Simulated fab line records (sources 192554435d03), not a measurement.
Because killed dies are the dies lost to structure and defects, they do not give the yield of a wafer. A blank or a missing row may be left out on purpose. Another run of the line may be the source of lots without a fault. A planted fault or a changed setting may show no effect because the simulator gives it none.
Matching of chambers + flow n5-finfet + N5_FIN_SAQP_ETCH_65 on rie-si-01: 4 sister chambers
The step etches SiO2 in CF4, target depth 4 nm, time 4.4 s. 8 wafers are shown with their chamber, then 9 later ones without.

EACH WAFER AND ITS CHAMBER
| wafer  | chamber | throttle-valve-pct (%) | oes-product-au (a.u.) |
|--------|---------|------------------------|-----------------------|
| L086.2 | 0       | 21.88                  | 0.970                 |
| L086.3 | 3       | 22.42                  | 0.987                 |
| L088.1 | 2       | 22.00                  | 0.971                 |
| L088.3 | 1       | 21.94                  | 0.995                 |
| L088.5 | 1       | 21.95                  | 1.001                 |
| L092.1 | 2       | 21.99                  | 0.973                 |
| L092.3 | 3       | 22.41                  | 0.983                 |
| L092.4 | 0       | 21.87                  | 0.959                 |

WAFERS MISSING THEIR CHAMBER
| wafer  | throttle-valve-pct (%) | oes-product-au (a.u.) |
|--------|------------------------|-----------------------|
| L093.2 | 21.94                  | 0.998                 |
| L093.4 | 22.01                  | 0.969                 |
| L093.5 | 21.92                  | 0.989                 |
| L094.1 | 21.87                  | 0.980                 |
| L094.2 | 22.00                  | 0.978                 |
| L094.3 | 22.40                  | 0.987                 |
| L097.1 | 22.40                  | 0.977                 |
| L097.3 | 21.93                  | 0.982                 |
| L097.5 | 22.41                  | 0.965                 |

CHAMBER TAKEN BY EACH
| wafer  | from the rows above | in truth |
|--------|---------------------|----------|
| L093.2 | 1                   | 1        |
| L093.4 | 2                   | 2        |
| L093.5 | 1                   | 1        |
| L094.1 | 0                   | 0        |
| L094.2 | 2                   | 2        |
| L094.3 | 3                   | 3        |
| L097.1 | 3                   | 3        |
| L097.3 | 1                   | 1        |
| L097.5 | 3                   | 3        |
Correctly placed: 9 of 9. Number that these rows cannot place: 0. Number placed wrongly: 0.
How it was worked out, from the rows above alone: a wafer's distance from a chamber is the root of the sum, over the readings, of the square of ((its reading less the chamber's mean) divided by the reading's scatter). The wafer belongs to the nearest chamber; if the next one is less than 2 further off, it can't be placed. The mean given for a chamber averages the wafers shown for that chamber. The scatter is the square root of a quotient: the sum, over the shown wafers, of each reading's squared deviation from its chamber's mean, divided by wafers minus chambers.
